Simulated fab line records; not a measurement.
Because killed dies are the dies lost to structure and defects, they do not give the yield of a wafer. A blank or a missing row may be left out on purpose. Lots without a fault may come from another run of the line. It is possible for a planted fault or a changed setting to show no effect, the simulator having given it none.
What tool caused it?    flow nand harc    Sampling: 13 lots, 39 wafers, 5 of 1302 route steps

== WHAT THE GAUGES SHOWED, per wafer ==
NHARC_A_CONTACT_INSPECT_23. Usual: raw defect count reads 546 (standard deviation 140).
lot   measured      on                 raw defect count  flag
L935  day 23 04:17  defect inspect-02  407 511 412       
L938  day 23 18:21  defect inspect-01  704 547 641       
L939  day 23 21:19  defect inspect-01  472 598 470       
L941  day 25 08:14  defect inspect-02  617 429 464       
L942  day 26 06:14  defect inspect-02  582 799 664       
L943  day 26 17:01  defect inspect-01  455 510 398       
L944  day 26 21:47  defect inspect-02  491 491 427       
L945  day 27 03:37  defect inspect-02  1153 609 876      
L946  day 27 07:29  defect inspect-01  363 718 505       
L948  day 28 05:58  defect inspect-02  583 486 461       
L954  day 31 00:49  defect inspect-01  505 649 503       
L956  day 31 08:13  defect inspect-02  519 570 493       
L955  day 31 14:16  defect inspect-02  472 510 417       

NHARC_END_SORT_01. Usual: killed at array 63, standard deviation 17; killed at other 0.8, standard deviation 1.1; killed at periphery 3.5, standard deviation 3; killed dies 67, standard deviation 17; killed open 3.1, standard deviation 1.6; killed short 2.6, standard deviation 1.4.
lot   measured      on         killed at array  killed at other  killed at periphery  killed dies  killed open  killed short  flag
L939  day 25 21:46  prober-01  27 19 17         0 1 0            5 6 7                32 26 24     2 5 2        5 2 2         
L944  day 29 01:03  prober-01  40 30 46         0 1 2            0 1 2                40 32 50     3 3 2        2 2 1         
L946  day 29 03:45  prober-02  49 670 667       0 0 2            3 7 8                52 677 677   2 4 5        2 3 2         OFF
L948  day 30 02:14  prober-01  64 662 77        3 1 1            17 14 15             84 677 93    0 2 2        0 3 2         OFF

== EACH LOT AND THE TOOL THAT RAN IT (in order: tool; ch and the chambers of the sampled wafers; start) ==
lot   NHARC_A_CONTACT_CMP_20         NHARC_A_BLC_STRIP_29                NHARC_A_BLC_ALD_23
L935  cmp-02 ch 0,2,3, day 23 03:56  rie diel-13 ch 1,2,3, day 23 06:12  ald metal-01 ch 0,1,3, day 23 07:03
L938  cmp-01 ch 1,3, day 23 17:58    rie diel-13 ch 0,3, day 23 20:06    ald metal-03 ch 0,1,3, day 23 20:54
L939  cmp-02 ch 0,3, day 23 20:55    rie diel-11 ch 0,1, day 23 23:04    ald metal-04 ch 1,2, day 23 23:50
L941  cmp-02 ch 0,1,2, day 25 07:49  rie diel-11 ch 2,3, day 25 09:50    ald metal-04 ch 0,3, day 25 10:39
L942  cmp-04 ch 0,3, day 26 05:50    rie diel-11 ch 1,2,3, day 26 07:59  ald metal-01 ch 1,2, day 26 08:47
L943  cmp-01 ch 0,1,2, day 26 16:38  rie diel-11 ch 0,1,3, day 26 18:44  ald metal-01 ch 0,1,3, day 26 19:33
L944  cmp-02 ch 2,3, day 26 21:23    rie diel-11 ch 0,3, day 26 23:31    ald metal-04 ch 0,3, day 27 00:17
L945  cmp-01 ch 0,1,2, day 27 03:14  rie diel-11 ch 0,2,3, day 27 05:13  ald metal-03 ch 0,1,2, day 27 05:59
L946  cmp-01 ch 0,1,3, day 27 07:05  rie diel-13 ch 1,2,3, day 27 09:13  ald metal-01 ch 0,1,2, day 27 09:59
L948  cmp-04 ch 0,2, day 28 05:35    rie diel-01 ch 0,1, day 28 07:34    ald metal-01 ch 1,2, day 28 08:20
L954  cmp-02 ch 0,2,3, day 31 00:29  rie diel-01 ch 1,3, day 31 02:26    ald metal-04 ch 0,2,3, day 31 03:17
L956  cmp-02 ch 1,2,3, day 31 07:49  rie diel-13 ch 0,1,2, day 31 10:02  ald metal-03 ch 0,1,3, day 31 10:49
L955  cmp-04 ch 1,2, day 31 13:52    rie diel-13 ch 0,1,2, day 31 15:54  ald metal-04 ch 0,1,3, day 31 16:40
- NHARC_A_CONTACT_CMP_20: polishes, t overpolish 30 s, target thk 300 nm.
- NHARC_A_BLC_STRIP_29: strips in CF4.
- NHARC_A_BLC_ALD_23: deposits TiN, target thk 3 nm, pulse time 1 s, ald cycles 150.

== WHAT THE TOOLS THEMSELVES READ (means of the sampled wafers that have a number; where no wafer has one, the mark that the record gives instead) ==
NHARC_A_CONTACT_CMP_20. Usual: motor current A 12.8 A, standard deviation 1.9; overpolish run s 30.001 s, standard deviation 0.0094; pad life wafers 178, standard deviation 130; time to endpoint s 60 s, standard deviation 3.7.
lot   tool    motor current A (A)  overpolish run s (s)  pad life wafers  time to endpoint s (s)  flag
L935  cmp-02  13.9                 30.002                2                65                      
L938  cmp-01  12.3                 30.005                230              62                      
L939  cmp-02  12.1                 29.997                132              60                      
L941  cmp-02  15.1                 30.000                314              59                      
L942  cmp-04  11.4                 29.999                0                63                      
L943  cmp-01  11.6                 30.001                80               58                      
L944  cmp-02  13.8                 30.001                444              60                      
L945  cmp-01  11.7                 30.002                128              55                      
L946  cmp-01  12.0                 30.006                151              62                      
L948  cmp-04  11.7                 30.005                206              62                      
L954  cmp-02  13.9                 29.999                381              60                      
L956  cmp-02  13.1                 29.989                2                59                      
L955  cmp-04  12.1                 29.999                138              59                      

NHARC_A_BLC_STRIP_29. Usual: drypump motor current A 5.8 A, standard deviation 0.5; oes product au 1.000 a.u., standard deviation 0.011; rf vpp V 59.3 V, standard deviation 0.95; showerhead plenum p Torr 1.75 Torr, standard deviation 0.078; throttle valve pct 13.284 %, standard deviation 0.0091.
lot   tool         drypump motor current A (A)  oes product au (a.u.)  rf vpp V (V)  showerhead plenum p Torr (Torr)  throttle valve pct (%)  flag
L935  rie diel-13  6.1                          0.985                  59.0          1.77                             13.279                  
L938  rie diel-13  6.0                          1.004                  59.5          1.82                             13.285                  
L939  rie diel-11  5.5                          0.995                  59.5          1.70                             13.282                  
L941  rie diel-11  5.9                          0.992                  58.6          1.74                             13.289                  
L942  rie diel-11  5.6                          0.992                  59.2          1.71                             13.283                  
L943  rie diel-11  5.8                          1.009                  59.5          1.72                             13.286                  
L944  rie diel-11  5.7                          1.003                  59.0          1.77                             13.285                  
L945  rie diel-11  5.5                          0.999                  58.2          1.76                             13.284                  
L946  rie diel-13  6.0                          0.993                  59.7          1.77                             13.282                  
L948  rie diel-01  6.1                          1.010                  58.9          1.69                             13.287                  
L954  rie diel-01  5.9                          1.007                  58.6          1.67                             13.289                  
L956  rie diel-13  5.7                          1.001                  59.7          1.71                             13.282                  
L955  rie diel-13  5.7                          1.000                  58.6          1.71                             13.283                  

NHARC_A_BLC_ALD_23. Usual: heater power w 1034 W, standard deviation 99; precursor pulse height rel 0.996, standard deviation 0.021.
lot   tool          heater power w (W)  precursor pulse height rel  flag
L935  ald metal-01  1051                1.002                       
L938  ald metal-03  1053                1.005                       
L939  ald metal-04  939                 0.981                       
L941  ald metal-04  988                 1.010                       
L942  ald metal-01  1069                1.005                       
L943  ald metal-01  1067                1.007                       
L944  ald metal-04  1052                1.001                       
L945  ald metal-03  1056                0.967                       
L946  ald metal-01  1111                0.998                       
L948  ald metal-01  1061                0.994                       
L954  ald metal-04  982                 1.016                       
L956  ald metal-03  1058                1.009                       
L955  ald metal-04  1048                1.004                       

== THE ANSWER, worked out from the rows above alone ==
Rule: a lot counts as off when the mean over its wafers that have a number is more than 3 standard deviations away from the usual mean. Also off: a lot with no number at a reading for which 4 or more lots have one. Any other lot the step has rows for is counted as sound. After the gauges, taken in route order, come the tools' own readings; for these a lot's mean is taken, as printed above. At the first step where some lot is off, the reading lying furthest off is the one used; lots without a number count as furthest.
Off, at NHARC_END_SORT_01 on killed dies: L946, L948. Neither off nor sound, because the step has no rows for them: L935, L938, L941, L942, L943, L945, L954, L956, L955.
A tool fits if, at a process step before that reading, it ran every lot that is off, and no sound lot after the first of them. Gauges at NHARC_END_SORT_01: tried the same way as those tools. One fits: NHARC_A_BLC_ALD_23 on ald metal-01. It ran no sound lot before its first lot that is off in this sample, so the start can't be narrowed down.

== WHAT THE SIMULATOR HAD PUT IN ==
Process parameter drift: ald metal-01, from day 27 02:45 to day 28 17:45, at NHARC_A_BLC_ALD_23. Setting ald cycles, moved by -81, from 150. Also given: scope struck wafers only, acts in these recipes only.
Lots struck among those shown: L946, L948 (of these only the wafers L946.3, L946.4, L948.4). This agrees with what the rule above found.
